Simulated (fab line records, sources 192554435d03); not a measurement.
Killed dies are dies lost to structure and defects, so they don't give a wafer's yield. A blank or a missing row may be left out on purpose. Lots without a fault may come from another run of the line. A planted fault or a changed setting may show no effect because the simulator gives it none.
Problem report in the 8D (eight disciplines) form, filled by code | flow n5_finfet | the parts of the form that need people (team, actions taken, sign-off) are left out

1. THE PROBLEM
trench_depth_nm at N5_BEOL_M8_OCD_MEAS_38 reads a mean of 81.5 nm on 2 wafers of 1 lot; wafers without a fault read 94.0 nm with a standard deviation of 1.2. That is -10 standard deviations from the usual mean.
First seen on wafer L668.1, day 13 04:34, on ocd-01. The record holds 19 wafers of 7 lots with a number at this step. Rule for "out", or "out of limits": more than 4 standard deviations from the usual mean. The other wafers with a number count as sound.

2. WHAT IT IS AND WHAT IT IS NOT
question                    | is                | is not
which readings at this step | trench_depth_nm   | -
which lots                  | L668              | L661, L662, L663, L672, L673, L676
which wafers of those lots  | L668.1, L668.5    | L668.4
read on which gauges        | ocd-01            | ocd-02
when                        | from day 13 04:34 | up to then (10 sound wafers); but 7 sound wafers of L672, L673, L676 came after

3. SUSPECTS, AND WHAT RULES EACH OUT
Counting: a tool at a process step up to the reading stays a suspect if it ran every lot that is out. Sound lots after the first of them don't rule it out here, since some wafers of a struck lot are sound.
- the gauge at N5_BEOL_M8_OCD_MEAS_38: ruled out. All the wafers that are out were read on ocd-01, but those of them that N5_BEOL_M8_THK_MEAS_53 has rows for are out there too, on other tools.
- rie_metal-03 at N5_BEOL_M8_HM_OPEN_17 (chemistry Cl2/BCl3, target TiN, target depth 20 nm, overetch 6 nm): kept. It ran the lot that is out, L668 (day 13 01:59); its last sound lot up to then is L662 (day 11 02:55).
- rie_diel-06 at N5_BEOL_M8_DESCUM_33 (chemistry O2, time 7 s): kept. It ran the lot that is out, L668 (day 13 04:08); its last sound lot up to then is L661 (day 11 04:37).
- rie_diel-06 at N5_BEOL_M8_STRIP_36 (strips in N2/H2): kept. It ran the lot that is out, L668 (day 13 04:22); its last sound lot up to then is L661 (day 11 04:50).
- rie_diel-06 at N5_BEOL_M8_TRENCH_ETCH_37 (etches SiCOH lowk in C4F6/O2, target depth 93.478 nm, time 31.2 s): kept. It ran the lot that is out, L668 (day 13 04:24); its last sound lot up to then is L661 (day 11 04:53).
- Within rie_diel-06 at N5_BEOL_M8_DESCUM_33: the wafers that are out ran in chamber 0; their sound lot-mates ran in chamber 3.
- Within rie_diel-06 at N5_BEOL_M8_STRIP_36: the wafers that are out ran in chamber 0; their sound lot-mates ran in chamber 3.
- Within rie_diel-06 at N5_BEOL_M8_TRENCH_ETCH_37: the wafers that are out ran in chamber 0; their sound lot-mates ran in chamber 3.
Left after counting: rie_metal-03 at N5_BEOL_M8_HM_OPEN_17, rie_diel-06 at N5_BEOL_M8_DESCUM_33, rie_diel-06 at N5_BEOL_M8_STRIP_36, rie_diel-06 at N5_BEOL_M8_TRENCH_ETCH_37.

4. THE CAUSE (what the simulator had put in)
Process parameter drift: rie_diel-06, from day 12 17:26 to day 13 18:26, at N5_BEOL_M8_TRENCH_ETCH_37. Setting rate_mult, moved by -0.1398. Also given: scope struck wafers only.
Counting left 4 suspects, and this tool is among them.

5. THE CHAIN OF EFFECTS, in route order
Each row: a reading whose mean over the struck wafers that have a number lies more than 3 standard deviations from the usual. Only readings for which the record gives a usual standard deviation are gone through. hours: the time from each lot's start at the first step in this table that gives one to its start at this step, as a median over the lots. sigmas: the change in usual standard deviations.
hours | step                    | reading          | usual        | on struck wafers | change | sigmas
0     | N5_BEOL_M8_OCD_MEAS_38  | trench_depth_nm  | 94.0 nm      | 81.5             | -12.5  | -10
3     | N5_BEOL_M8_THK_MEAS_53  | M8_THK           | 81.1 nm      | 69.8             | -11.3  | -6.3
3     | N5_BEOL_M8_RS_MEAS_57   | M8_RS            | 0.283 ohm/sq | 0.338            | +0.055 | +7.3
55    | N5_BEOL_M15_RC_MEAS_101 | SERP_M8          | 13.5 ohm/um  | 16.2             | +2.7   | +5.9
55    | N5_BEOL_M15_RC_MEAS_101 | SERP_M8_max_site | 14.2 ohm/um  | 16.8             | +2.6   | +4.1

6. WHAT WOULD HAVE CAUGHT IT SOONER
In this record the first reading out of limits at a measuring or inspecting step was taken at day 13 04:34, 11 hours after the fault began at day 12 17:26.
Of the tool readings at N5_BEOL_M8_TRENCH_ETCH_37 for which the record gives a usual standard deviation, none was out on any struck wafer, so an alarm limit of 4 standard deviations on them would not have fired.
All the lots that are out (1) had begun N5_BEOL_M8_TRENCH_ETCH_37 on rie_diel-06 by day 13 04:34. A hold on the tool at that time would have spared none of them.
